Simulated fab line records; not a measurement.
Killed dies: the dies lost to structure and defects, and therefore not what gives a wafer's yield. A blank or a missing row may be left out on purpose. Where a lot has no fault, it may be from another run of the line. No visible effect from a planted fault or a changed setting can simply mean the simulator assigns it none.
Comparing a struck lot with a sound one | flow n5 finfet | 20 out of 1938 route steps
Sound: the wafers L578.1, L578.2, L578.6. The struck wafers were L574.2, L574.4, L574.5. Last of all comes the cause.
Per side, at each step with rows, come the tool, then ch with its chambers, and then its first start. Under that, the readings that differ: sound wafers | struck wafers | difference of the means | sigmas: that difference in standard deviations of wafers without a fault.
alike: readings whose means differ by less than 2 such deviations, and words and numbers that are the same on both sides. not compared: withheld readings, readings that some wafer has no value for, bounds like >300 that may hide the same value, and numbers for which the record gives no deviation and whose values overlap.
A row with sigmas, a row that says differs or no value, or rows on one side alone: a step with any of these is where the two part. Non-overlapping numbers with no deviation appear without sigmas and do not part them. A reading that every wafer of one side lacks parts them only if that side has two wafers or more.

first, 9 steps without rows for these wafers: N5_BEOL_M7_DESCUM_16 (chemistry O2, time 7.9 s); N5_BEOL_M7_ETCH_61 (etches SiARC in CF4, target depth 45.5 nm, time 75.8 s); N5_BEOL_M7_ETCH_62 (etches SOC in N2/H2, target depth 110 nm, overetch 22 nm, time 165 s); N5_BEOL_M7_STRIP_68 (strips in N2/H2); N5_BEOL_M7_STRIP_67 (strips in CF4); N5_BEOL_M7_HM_OPEN_17 (chemistry Cl2/BCl3, target TiN, target depth 20 nm, overetch 6 nm); N5_BEOL_M7_STRIP_19 (strips in O2); N5_BEOL_M7_COAT_63 (time 60 s, resist thk 60 nm); N5_BEOL_M7_COAT_64 (time 60 s, resist thk 12 nm).
N5_BEOL_M7_COAT_71: time 60 s, resist thk 5 nm.
  sound on litho track-03 ch 0, day 14 18:06; struck on litho track-02 ch 0, day 13 12:13
  reading                                         | sound                | struck               | difference | sigmas
  spin speed rpm (rpm)                            | 1500.6 1500.0 1499.6 | 1290.9 1290.6 1290.5 | -209.4     | -99 or more
  model.underlayer_of_BEOL_M7_COAT_71.thk nm (nm) | 5 5 5                | 5.4 5.4 5.4          | +0.4       |
then, 7 steps without rows for these wafers: N5_BEOL_M7_COAT_22 (resist thk 30 nm); N5_BEOL_M7_EBR_24; N5_BEOL_M7_SOFTBAKE_23 (time 60 s); N5_BEOL_M7_EXPOSE_25 (exposes mask V6, target cd 40 nm); N5_BEOL_M7_PEB_26 (peb time 60 s); N5_BEOL_M7_DEVELOP_27 (develop time 30 s); N5_BEOL_M7_DESCUM_33 (chemistry O2, time 7 s).
N5_BEOL_M7_ETCH_72: etches underlayer in N2/H2, target depth 6.5 nm, time 5.2 s.
  sound on rie diel-03 ch 0,3, day 14 18:32; struck on rie diel-06 ch 0,2,3, day 13 12:42
  reading                                      | sound             | struck            | difference | sigmas
  model.CAR-EUV_of_BEOL_M7_COAT_22.thk nm (nm) | 20.4 20.2 20.2    | 20 19.8 19.8      | +0         |
  model.etch.depth nm (nm)                     | 5.013 5.031 5.026 | 5.393 5.393 5.398 | +0.371     |
  alike: bias w, drypump motor current A, etch rf on time s, oes product au, rf vpp V, showerhead plenum p Torr, throttle valve pct
  not compared: rf hours counter h
N5_BEOL_M7_ETCH_65: etches SiARC in CF4, target depth 15.6 nm, time 26 s.
  sound on rie diel-03 ch 0,3, day 14 18:34; struck on rie diel-06 ch 0,2,3, day 13 12:43
  reading                                      | sound        | struck         | difference | sigmas
  model.CAR-EUV_of_BEOL_M7_COAT_22.thk nm (nm) | 11.2 11 10.8 | 10.6 10.6 10.6 | -0.4       |
  alike: bias w, drypump motor current A, etch rf on time s, oes product au, rf vpp V, showerhead plenum p Torr, throttle valve pct
  not compared: rf hours counter h
then, 1 step without rows for these wafers: N5_BEOL_M7_ETCH_66 (etches SOC in N2/H2, target depth 80 nm, overetch 16 nm, time 120 s).

## WHERE THEY PART
Within this record, at N5_BEOL_M7_COAT_71 only. Later steps at which nothing parts them and some readings are alike: N5_BEOL_M7_ETCH_72, N5_BEOL_M7_ETCH_65.

WHY: what the simulator had put in
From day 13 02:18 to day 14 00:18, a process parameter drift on litho track-02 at N5_BEOL_M7_COAT_71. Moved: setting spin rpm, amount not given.
